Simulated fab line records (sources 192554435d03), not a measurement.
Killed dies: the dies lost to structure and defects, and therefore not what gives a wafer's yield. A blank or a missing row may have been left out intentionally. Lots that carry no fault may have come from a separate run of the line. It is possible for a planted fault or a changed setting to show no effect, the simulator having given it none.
fab line records	flow n5Finfet
[record] lots = 7	wafers = 21
route steps=1938 shown BEOL_M4@1067 BEOL_M5@1112 BEOL_M6@1239
startH: hours from the record's opening day to when the first of the lot's shown wafers began	waitH: time in hours since the lot's previous step	" as in the row above	L1.1+2: a row that stands for several wafers	- no value, or no start given	* or withheld: withheld	< > ~ a bound
route shown NAME@n: names a module that has steps shown in the file, with the first one's number in the route	usual: mean and standard deviation over wafers with no fault	same: alike in all rows	chamber/n: place in a boat	sites: each site's reading	_std_site: the standard deviation of these	_edge_site: mean of outer sites minus mean of inner sites	radiusMm: for every site, how far away it sits from the centre of the wafer	mask NAME#n: copy n	behind: the tool/chamber that last shaped the wafer	hold: why the lot was held/for how many hours/how that ended	device: the n, p or np transistor that did not switch	end of line: tests run on the same wafers once the route is complete	where a step has no rows: the recipe by itself	killed: dies that structure and defects cost at the first sort, which is not the same as the wafer's yield	map: a wafer's dies, marking killed ones x, the rest . and places with no die _
set.NAME: the setting that was run; set.NAME@STEP: the one run at that earlier step	model.NAME: the simulator's own value behind a step, which no gauge read
lots where settings were altered on purpose, with a table for each step and a row for each wafer
[[steps]]
[step N5_BEOL_M4_VIA_ETCH_34]
[recipe] chemistry = C4F6/O2	targetDepthA = 694	maskMaterial = SOC	pressureMtorr = 15	ionEnergyEv = 250	taperDeg = 4	timeS = 65.9	sourceW = 350	biasW = 170	Ar_flow_sccm = 300	C4F6_flow_sccm = 10	O2_flow_sccm = 10
lot.wafer	tool	chamber	startH	waitH	set.sourceW	model.etch.depthNm
L075.1	rieDiel-06	0	166.40	0.0	331	66.45
L075.2	"	1	"	"	350	70.06
L075.4	"	3	"	"	350	68.99
L084.4	rieDiel-03	3	214.54	0.0	350	69.49
L084.5	"	2	"	"	366.2	69.99
L084.6	"	0	"	"	350	68.29
L085.1	rieDiel-03	0	224.51	0.0	321.7	66.56
L085.3	"	2	"	"	321.7	66.91
L085.4	"	3	"	"	350	69.56
L089.1	rieDiel-03	0	253.97	0.0	350	67.83
L089.4	"	2	"	"	350	67.93
L089.5	"	1	"	"	350	68.63
L090.1	rieDiel-04	3	256.62	0.0	368.8	71.69
L090.2	"	1	"	"	350	70.27
L090.3	"	0	"	"	368.8	71.16
L091.1	rieDiel-04	3	261.79	0.0	350	69.74
L091.2	"	2	"	"	370.7	71.8
L091.6	"	1	"	"	370.7	71.89
L097.2	rieDiel-03	1	301.73	0.0	350	70.19
L097.3	"	0	"	"	350	68.84
L097.4	"	3	"	"	329	68.73
[step N5_BEOL_M4_TRENCH_ETCH_37]
[recipe] chemistry = C4F6/O2	targetDepthA = 555.55	target = SiOC	timeS = 29.2	ionEnergyEv = 250	pressureMtorr = 30	sourceW = 355	biasW = 185	Ar_flow_sccm = 300	C4F6_flow_sccm = 10	O2_flow_sccm = 10
lot.wafer	tool	chamber	startH	waitH	set.timeS	model.BEOL_M4.featureDepthNm	model.etch.depthNm
L075.1	rieDiel-06	0	-	-	29.2	54.4	54.35
L075.2	"	1	"	"	29.2	56	56.05
L075.4	"	3	"	"	29.2	55	54.97
L084.4	rieDiel-03	3	-	-	29.2	55.4	55.32
L084.5+6	"	2,0	"	"	33.85	63.6	63.52
L085.1	rieDiel-03	0	-	-	34.53	65	64.94
L085.3	"	2	"	"	29.2	55.2	55.27
L085.4	"	3	"	"	34.53	65.6	65.57
L089.1	rieDiel-03	0	-	-	29.2	55	54.99
L089.4	"	2	"	"	29.2	54.8	54.73
L089.5	"	1	"	"	29.2	55	55.03
L090.1+2	rieDiel-04	3,1	-	-	29.2	56.6	56.64
L090.3	"	0	"	"	29.2	56.4	56.35
L091.1	rieDiel-04	3	-	-	32.96	64.6	64.54
L091.2	"	2	"	"	32.96	63.4	63.41
L091.6	"	1	"	"	29.2	56.6	56.62
L097.2	rieDiel-03	1	-	-	29.2	54.8	54.88
L097.3	"	0	"	"	33.75	62.8	62.79
L097.4	"	3	"	"	29.2	55.2	55.3
[step N5_BEOL_M4_ETCH_41]
[recipe] chemistry = CH3F/O2	target = SiCN	targetDepthA = 299	taperDeg = 2	timeS = 52.5	ionEnergyEv = 120	maskMaterial = TiN	pressureMtorr = 30	sourceW = 395	biasW = 75	Ar_flow_sccm = 150	CH3F_flow_sccm = 30	O2_flow_sccm = 20
[step N5_BEOL_M4_STRIP_97]
[recipe] chemistry = N2/H2	timeS = 10	powerW = 450	tempC = 40	pressureMtorr = 20	rfFrequencyHz = 6e+07	biasPowerW = 7	n2FlowSccm = 200	h2FlowSccm = 200
[step N5_BEOL_M4_OCD_MEAS_38]
[usual] trenchDepthNm = 55.4/0.85
lot.wafer	tool	chamber	startH	waitH	set.timeS@BEOL_M4_TRENCH_ETCH_37	trenchDepthNm
L075.1	ocd-02	-	166.65	-	29.2	54.4
L075.2	"	-	"	"	29.2	55.8
L075.4	"	-	"	"	29.2	55.1
L084.4	ocd-02	-	214.77	-	29.2	56.3
L084.5	"	-	"	"	33.85	63.5
L084.6	"	-	"	"	33.85	63.1
L085.1	ocd-01	-	224.77	-	34.53	64.5
L085.3	"	-	"	"	29.2	55.7
L085.4	"	-	"	"	34.53	66.1
L089.1	ocd-02	-	254.22	-	29.2	55.0
L089.4	"	-	"	"	29.2	54.9
L089.5	"	-	"	"	29.2	55.0
L090.1	ocd-01	-	256.87	-	29.2	56.6
L090.2	"	-	"	"	29.2	56.9
L090.3	"	-	"	"	29.2	56.9
L091.1	ocd-01	-	262.05	-	32.96	64.7
L091.2	"	-	"	"	32.96	63.9
L091.6	"	-	"	"	29.2	57.1
L097.2	ocd-02	-	301.98	-	29.2	55.1
L097.3	"	-	"	"	33.75	62.7
L097.4	"	-	"	"	29.2	55.3
[step N5_BEOL_M4_HM_STRIP_39]
[recipe] chemistry = peroxideTinStrip	material = TiN	targetDepthA = 250	tempC = 50	timeS = 158
[step N5_BEOL_M4_SRD_40]
[recipe] timeS = 30	tempC = 23	rinseLiquid = diw	dry = ipaMarangoni
[step N5_BEOL_M4_ECD_50]
[recipe] material = Cu	targetThkA = 3000
[step N5_BEOL_M4_ANNEAL_51]
[recipe] tempC = 225	timeS = 90	ambient = N2
[step N5_BEOL_M4_CMP_52]
[recipe] stopOn = SiOC	tOverpolishS = 6.8	downForcePsi = 1	platenRpm = 50	clearingPlatenDownForcePsi = 1.5	clearingPlatenRpm = 50	postCmpClean = cuAlkaline	targetThkNm = 40	clearingPlatenPadVelocityMS = 0.99484	padVelocityMS = 0.99484
lot.wafer	tool	chamber	startH	waitH	set.timeS@BEOL_M4_TRENCH_ETCH_37	model.Cu_of_BEOL_M4_ECD_50.thkNm
L075.4	cmp-04	3	170.05	0.1	29.2	39.4
L075.2	"	1	"	"	29.2	41
L075.1	"	2	"	"	29.2	38.8
L084.4	cmp-03	2	218.07	0.2	29.2	40
L084.6+5	"	0,1	"	"	33.85	48
L085.3	cmp-02	3	228.01	0.2	29.2	40.2
L085.1	"	0	"	"	34.53	49.8
L085.4	"	1	"	"	34.53	49.4
L089.4	cmp-03	1	259.59	0.1	29.2	38.4
L089.1	"	0	"	"	29.2	40
L089.5	"	1	"	"	29.2	39.6
L090.1	cmp-04	3	260.44	0.3	29.2	39.4
L090.3	"	0	"	"	29.2	38.4
L090.2	"	2	"	"	29.2	41.8
L091.2	cmp-03	1	266.03	0.2	32.96	49.2
L091.1	"	3	"	"	32.96	50.4
L091.6	"	1	"	"	29.2	40
L097.3	cmp-04	0	305.33	0.2	33.75	48
L097.4	"	1	"	"	29.2	39.6
L097.2	"	2	"	"	29.2	39.4
[step N5_BEOL_M4_THK_MEAS_53]
[recipe] thkMeasGauge = xrf	reads = Cu_of_BEOL_M4_ECD_50
[usual] M4_THK = 39.3/1.3
lot.wafer	tool	chamber	startH	waitH	set.timeS@BEOL_M4_TRENCH_ETCH_37	M4_THK[nm]
L075.1	filmMetro-02	-	170.34	-	29.2	38.4
L075.2	"	-	"	"	29.2	40.7
L075.4	"	-	"	"	29.2	39.1
L084.4	filmMetro-01	-	218.29	-	29.2	39.1
L084.5	"	-	"	"	33.85	46.9
L084.6	"	-	"	"	33.85	47.0
L085.1	filmMetro-01	-	228.30	-	34.53	48.9
L085.3	"	-	"	"	29.2	39.6
L085.4	"	-	"	"	34.53	48.6
L089.1	filmMetro-01	-	259.88	-	29.2	39.2
L089.4	"	-	"	"	29.2	37.7
L089.5	"	-	"	"	29.2	38.9
L090.1	filmMetro-02	-	260.73	-	29.2	39.9
L090.2	"	-	"	"	29.2	41.9
L090.3	"	-	"	"	29.2	38.5
L091.1	filmMetro-01	-	266.29	-	32.96	49.4
L091.2	"	-	"	"	32.96	48.2
L091.6	"	-	"	"	29.2	39.2
L097.2	filmMetro-01	-	305.63	-	29.2	39.1
L097.3	"	-	"	"	33.75	47.7
L097.4	"	-	"	"	29.2	39.4
[step N5_BEOL_M4_PRE_CLEAN_60]
[recipe] gas = NH3/H2	timeS = 15	tempC = *	rfPowerW = 300
[step N5_BEOL_M4_CO_CAP_55]
[recipe] material = Co	targetThkA = 20	tempC = 200	precursor = CCTBA/H2	pressureTorr = 30	timeS = 102.1
[step N5_BEOL_M4_PRE_CLEAN_56]
[recipe] gas = NH3	timeS = 15	tempC = withheld	rfPowerW = 300
[step N5_BEOL_M4_DEP_57]
[recipe] material = SiCN	targetThkA = 80	tempC = withheld	precursor = 3MS/NH3	pressureTorr = 3	rfW = 202	timeS = 14
[step N5_BEOL_M4_RS_MEAS_58]
[recipe] thkMeasGauge = four-point-probe	reads = Co_of_BEOL_M4_CO_CAP_55+Cu_of_BEOL_M4_ECD_50+Co_of_BEOL_M4_CVD_47+TaN_of_BEOL_M4_ALD_84
[usual] M4_RS = 0.675/0.028
lot.wafer	tool	chamber	startH	waitH	set.timeS@BEOL_M4_TRENCH_ETCH_37	M4_RS[ohm/sq]
L075.1	filmMetro-01	-	170.61	0.0	29.2	0.696
L075.2	"	-	"	"	29.2	0.647
L075.4	"	-	"	"	29.2	0.684
L084.4	filmMetro-01	-	218.55	0.0	29.2	0.667
L084.5	"	-	"	"	33.85	0.530
L084.6	"	-	"	"	33.85	0.530
L085.1	filmMetro-01	-	228.72	0.0	34.53	0.505
L085.3	"	-	"	"	29.2	0.665
L085.4	"	-	"	"	34.53	0.512
L089.1	filmMetro-02	-	260.14	0.0	29.2	0.670
L089.4	"	-	"	"	29.2	0.707
L089.5	"	-	"	"	29.2	0.679
L090.1	filmMetro-01	-	260.99	0.0	29.2	0.679
L090.2	"	-	"	"	29.2	0.634
L090.3	"	-	"	"	29.2	0.704
L091.1	filmMetro-02	-	266.55	0.0	32.96	0.497
L091.2	"	-	"	"	32.96	0.515
L091.6	"	-	"	"	29.2	0.671
L097.2	filmMetro-01	-	305.89	0.1	29.2	0.683
L097.3	"	-	"	"	33.75	0.530
L097.4	"	-	"	"	29.2	0.679
[step N5_BEOL_M5_ILD_DEP_00]
[recipe] material = SiCOH_lowk	targetThkA = 1406.4	tempC = 300	precursor = DEMS/porogen	pressureTorr = 5	rfW = 500	timeS = 25.9
lot.wafer	tool	chamber	startH	waitH	set.timeS	model.SiCOH_lowk_of_BEOL_M5_ILD_DEP_00.thkNm
L075.1	pecvd-03	0	171.63	0.8	25.9	141.6
L075.2	"	2	"	"	25.9	139.8
L075.4	"	0	"	"	29.62	163.2
L084.4	pecvd-04	2	219.58	0.4	25.9	141.6
L084.5	"	1	"	"	24.52	133.4
L084.6	"	0	"	"	24.52	133
L085.1	pecvd-01	0	229.73	0.8	25.9	138.6
L085.3	"	2	"	"	25.9	141
L085.4	"	1	"	"	25.9	141.8
L089.1	pecvd-01	0	261.16	0.8	25.9	140.8
L089.4	"	2	"	"	25.9	142.2
L089.5	"	0	"	"	25.9	142.4
L090.1	pecvd-03	1	262.02	0.8	29.7	158.4
L090.2+3	"	0,2	"	"	25.9	139.6
L091.1	pecvd-01	2	267.57	0.8	25.9	139.2
L091.2	"	0	"	"	25.9	139.4
L091.6	"	2	"	"	25.9	139.8
L097.2	pecvd-01	2	306.90	0.7	28.49	152.6
L097.3	"	0	"	"	28.49	153.2
L097.4	"	0	"	"	25.9	141.6
[step N5_BEOL_M5_CURE_79]
[recipe] tempC = 385	timeS = 240	ambient = He/Ar	material = SiCOH_lowk
lot.wafer	tool	chamber	startH	waitH	set.timeS@BEOL_M5_ILD_DEP_00	model.SiCOH_lowk_of_BEOL_M5_ILD_DEP_00.thkNm
L075.1	uvCure-03	0	171.69	0.0	25.9	121.8
L075.2	"	0	"	"	25.9	120.2
L075.4	"	0	"	"	29.62	140.6
L084.4	uvCure-02	0	219.86	0.3	25.9	121.8
L084.5	"	0	"	"	24.52	114.6
L084.6	"	0	"	"	24.52	114.4
L085.1	uvCure-02	1	231.48	1.7	25.9	119.2
L085.3	"	1	"	"	25.9	121.2
L085.4	"	1	"	"	25.9	122
L089.1	uvCure-02	1	261.22	0.0	25.9	121.2
L089.4+5	"	1	"	"	25.9	122.4
L090.1	uvCure-01	1	262.08	0.0	29.7	136.4
L090.2+3	"	1	"	"	25.9	120.2
L091.1	uvCure-02	0	267.63	0.0	25.9	119.6
L091.2	"	0	"	"	25.9	120
L091.6	"	0	"	"	25.9	120.2
L097.2	uvCure-02	2	307.28	0.4	28.49	131.4
L097.3	"	2	"	"	28.49	132
L097.4	"	2	"	"	25.9	121.8
[step N5_BEOL_M5_THK_MEAS_01]
[recipe] reads = SiCOH_lowk_of_BEOL_M5_ILD_DEP_00
[usual] M5_ILD_THK = 120.6/1.5
lot.wafer	tool	chamber	startH	waitH	set.timeS@BEOL_M5_ILD_DEP_00	M5_ILD_THK[nm]
L075.1	filmMetro-02	-	172.20	0.4	25.9	121.8
L075.2	"	-	"	"	25.9	120.2
L075.4	"	-	"	"	29.62	140.5
L084.4	filmMetro-01	-	220.15	0.2	25.9	121.8
L084.5	"	-	"	"	24.52	114.8
L084.6	"	-	"	"	24.52	114.3
L085.1	filmMetro-01	-	232.00	0.4	25.9	119.2
L085.3	"	-	"	"	25.9	121.3
L085.4	"	-	"	"	25.9	122.1
L089.1	filmMetro-02	-	261.73	0.4	25.9	121.1
L089.4	"	-	"	"	25.9	122.4
L089.5	"	-	"	"	25.9	122.5
L090.1	filmMetro-02	-	262.59	0.4	29.7	136.3
L090.2	"	-	"	"	25.9	120.2
L090.3	"	-	"	"	25.9	120.1
L091.1	filmMetro-02	-	268.14	0.4	25.9	119.7
L091.2	"	-	"	"	25.9	120.0
L091.6	"	-	"	"	25.9	120.2
L097.2	filmMetro-02	-	308.91	1.3	28.49	131.3
L097.3	"	-	"	"	28.49	131.8
L097.4	"	-	"	"	25.9	121.8
[step N5_BEOL_M5_COAT_71]
[recipe] resist = underlayer	tempC = 205	timeS = 60	spinRpm = 1500	resistThkNm = 5
lot.wafer	tool	chamber	startH	waitH	set.spinRpm	model.underlayer_of_BEOL_M5_COAT_71.thkNm
L075.1+4	lithoTrack-04	0	-	-	1337	5.4
L075.2	"	0	"	"	1500	5
L084.4+5+6	lithoTrack-04	0	-	-	1661	4.8
L085.1+4	lithoTrack-05	0	-	-	1500	5
L085.3	"	0	"	"	1642	4.8
L089.1+4+5	lithoTrack-01	0	-	-	1500	5
L090.1	lithoTrack-01	0	-	-	1609	4.8
L090.2+3	"	0	"	"	1500	5
L091.1+2+6	lithoTrack-05	0	-	-	1500	5
L097.2+4	lithoTrack-04	0	-	-	1428	5.2
L097.3	"	0	"	"	1500	5
[step N5_BEOL_M5_COAT_05]
[recipe] resist = CAR-EUV	spinRpm = 1500	resistThkNm = 30
[step N5_BEOL_M5_EBR_07]
[recipe] solvent = PGMEA	ebrWidthMm = 1.5
[step N5_BEOL_M5_DESCUM_16]
[recipe] chemistry = O2	timeS = 7	sourcePowerW = 50	biasPowerW = 20	pressureMtorr = 20	rfFrequencyHz = 2.712e+07	tempC = 40	resist = CAR-EUV	o2FlowSccm = 225
[step N5_BEOL_M5_ETCH_72]
[recipe] chemistry = N2/H2	target = underlayer	targetDepthA = 65	maskMaterial = CAR-EUV	timeS = 5.2	ionEnergyEv = 200	pressureMtorr = 30	sourceW = 840	biasW = 150	n2FlowSccm = 200	h2FlowSccm = 200	ends = cleared
lot.wafer	tool	chamber	startH	waitH	set.spinRpm@BEOL_M5_COAT_71	model.etch.depthNm
L075.1	rieDiel-05	1	172.84	0.0	1337	5.316
L075.2	"	2	"	"	1500	4.995
L075.4	"	0	"	"	1337	5.312
L084.4+5	rieDiel-05	0,3	222.26	0.0	1661	4.75
L084.6	"	0	"	"	1661	4.756
L085.1	rieDiel-02	3	232.75	0.0	1500	4.979
L085.3	"	0	"	"	1642	4.751
L085.4	"	1	"	"	1500	4.972
L089.1	rieDiel-02	2	263.17	0.0	1500	5.033
L089.4	"	1	"	"	1500	5.014
L089.5	"	3	"	"	1500	5.023
L090.1	rieDiel-05	2	263.74	0.0	1609	4.805
L090.2	"	3	"	"	1500	4.998
L090.3	"	1	"	"	1500	4.985
L091.1+6	rieDiel-02	0,2	270.52	0.0	1500	4.992
L091.2	"	2	"	"	1500	4.991
L097.2	rieDiel-01	1	311.46	0.0	1428	5.132
L097.3	"	1	"	"	1500	5.01
L097.4	"	3	"	"	1428	5.108
[step N5_BEOL_M6_TRENCH_ETCH_37]
[recipe] chemistry = C4F6/O2	targetDepthA = 944.35	target = SiCOH_lowk	timeS = 31.5	ionEnergyEv = 250	pressureMtorr = 30	sourceW = 345	biasW = 185	Ar_flow_sccm = 300	C4F6_flow_sccm = 10	O2_flow_sccm = 10
[usual] rfVppV = 666/7
lot.wafer	tool	chamber	startH	waitH	set.biasW	rfVppV	model.etch.depthNm	model.BEOL_M6.featureDepthNm
L075.1	rieDiel-04	3	-	-	185	663	95.64	95.6
L075.2	"	2	"	"	185	666	94.13	94.2
L075.4	"	0	"	"	216.8	754	99.53	99.6
L084.4	rieDiel-04	0	-	-	185	666	95.68	95.6
L084.5	"	2	"	"	174	634	93.79	93.8
L084.6	"	3	"	"	185	665	95.09	95
L085.1	rieDiel-06	0	-	-	185	657	93.19	93.2
L085.3	"	2	"	"	154.7	573	89.67	89.6
L085.4	"	3	"	"	154.7	585	88.7	88.6
L090.1	rieDiel-04	2	-	-	203	717	97.63	97.6
L090.2	"	1	"	"	185	668	95.3	95.2
L090.3	"	0	"	"	185	665	95.23	95.2
L089.1	rieDiel-04	2	-	-	185	666	94.06	94
L089.4	"	1	"	"	185	666	95.2	95.2
L089.5	"	0	"	"	185	667	93.69	93.6
L091.1	rieDiel-06	2	-	-	185	662	95.13	95.2
L091.2	"	1	"	"	218	747	101.1	101
L091.6	"	1	"	"	218	747	100.9	101
L097.2	rieDiel-03	0	-	-	185	655	93.51	93.6
L097.3	"	0	"	"	185	655	93.96	94
L097.4	"	2	"	"	185	679	94.17	94.2
[step N5_BEOL_M6_ETCH_41]
[recipe] chemistry = CH3F/O2	target = SiCN	targetDepthA = 297	taperDeg = 2	timeS = 52	ionEnergyEv = 120	maskMaterial = TiN	pressureMtorr = 30	sourceW = 395	biasW = 75	Ar_flow_sccm = 150	CH3F_flow_sccm = 30	O2_flow_sccm = 20
[step N5_BEOL_M6_STRIP_80]
[recipe] chemistry = N2/H2	timeS = 10	powerW = 450	tempC = 40	pressureMtorr = 20	rfFrequencyHz = 6e+07	biasPowerW = 7	n2FlowSccm = 200	h2FlowSccm = 200
[step N5_BEOL_M6_OCD_MEAS_38]
[usual] trenchDepthNm = 94.5/1.2
lot.wafer	tool	chamber	startH	waitH	set.biasW@BEOL_M6_TRENCH_ETCH_37	trenchDepthNm
L075.1	ocd-01	-	188.31	-	185	95.6
L075.2	"	-	"	"	185	94.4
L075.4	"	-	"	"	216.8	99.5
L084.4	ocd-01	-	237.44	-	185	96.0
L084.5	"	-	"	"	174	93.7
L084.6	"	-	"	"	185	94.8
L085.1	ocd-02	-	248.85	-	185	93.4
L085.3	"	-	"	"	154.7	89.4
L085.4	"	-	"	"	154.7	88.5
L090.1	ocd-02	-	278.03	-	203	97.6
L090.2	"	-	"	"	185	95.1
L090.3	"	-	"	"	185	95.5
L089.1	ocd-02	-	282.65	-	185	94.0
L089.4	"	-	"	"	185	95.4
L089.5	"	-	"	"	185	94.1
L091.1	ocd-01	-	282.65	-	185	95.1
L091.2	"	-	"	"	218	101.1
L091.6	"	-	"	"	218	100.7
L097.2	ocd-01	-	336.24	-	185	93.4
L097.3	"	-	"	"	185	93.8
L097.4	"	-	"	"	185	93.9
[[key]]
[split] step = N5_BEOL_M4_VIA_ETCH_34	setting = sourceW	stated = 350	by = wafer
[response] step = N5_BEOL_M4_VIA_ETCH_34	reading = model.etch.depthNm	change = +0.315	per = 1%	r = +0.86
[split] step = N5_BEOL_M4_TRENCH_ETCH_37	setting = timeS	stated = 29.2	by = wafer
[response] step = N5_BEOL_M4_TRENCH_ETCH_37	reading = model.BEOL_M4.featureDepthNm	change = +0.534	per = 1%	r = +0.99
[response] step = N5_BEOL_M4_TRENCH_ETCH_37	reading = model.etch.depthNm	change = +0.53	per = 1%	r = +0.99
[response] step = N5_BEOL_M4_OCD_MEAS_38	reading = trenchDepthNm	change = +0.501	per = 1%	r = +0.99
[response] step = N5_BEOL_M4_CMP_52	reading = model.Cu_of_BEOL_M4_ECD_50.thkNm	change = +0.56	per = 1%	r = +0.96
[response] step = N5_BEOL_M4_THK_MEAS_53	reading = M4_THK	change = +0.551	per = 1%	r = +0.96
[response] step = N5_BEOL_M4_RS_MEAS_58	reading = M4_RS	change = -0.00957	per = 1%	r = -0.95
[split] step = N5_BEOL_M5_ILD_DEP_00	setting = timeS	stated = 25.9	by = wafer
[response] step = N5_BEOL_M5_ILD_DEP_00	reading = model.SiCOH_lowk_of_BEOL_M5_ILD_DEP_00.thkNm	change = +1.38	per = 1%	r = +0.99
[response] step = N5_BEOL_M5_CURE_79	reading = model.SiCOH_lowk_of_BEOL_M5_ILD_DEP_00.thkNm	change = +1.19	per = 1%	r = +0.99
[response] step = N5_BEOL_M5_THK_MEAS_01	reading = M5_ILD_THK	change = +1.19	per = 1%	r = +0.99
[split] step = N5_BEOL_M5_COAT_71	setting = spinRpm	stated = 1500	by = wafer
[response] step = N5_BEOL_M5_COAT_71	reading = model.underlayer_of_BEOL_M5_COAT_71.thkNm	change = -0.0305	per = 1%	r = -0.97
[response] step = N5_BEOL_M5_ETCH_72	reading = model.etch.depthNm	change = -0.0264	per = 1%	r = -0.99
[split] step = N5_BEOL_M6_TRENCH_ETCH_37	setting = biasW	stated = 185	by = wafer
[response] step = N5_BEOL_M6_TRENCH_ETCH_37	reading = rfVppV	change = +4.94	per = 1%	r = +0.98
[response] step = N5_BEOL_M6_TRENCH_ETCH_37	reading = model.etch.depthNm	change = +0.279	per = 1%	r = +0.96
[response] step = N5_BEOL_M6_TRENCH_ETCH_37	reading = model.BEOL_M6.featureDepthNm	change = +0.28	per = 1%	r = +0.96
[response] step = N5_BEOL_M6_OCD_MEAS_38	reading = trenchDepthNm	change = +0.282	per = 1%	r = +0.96
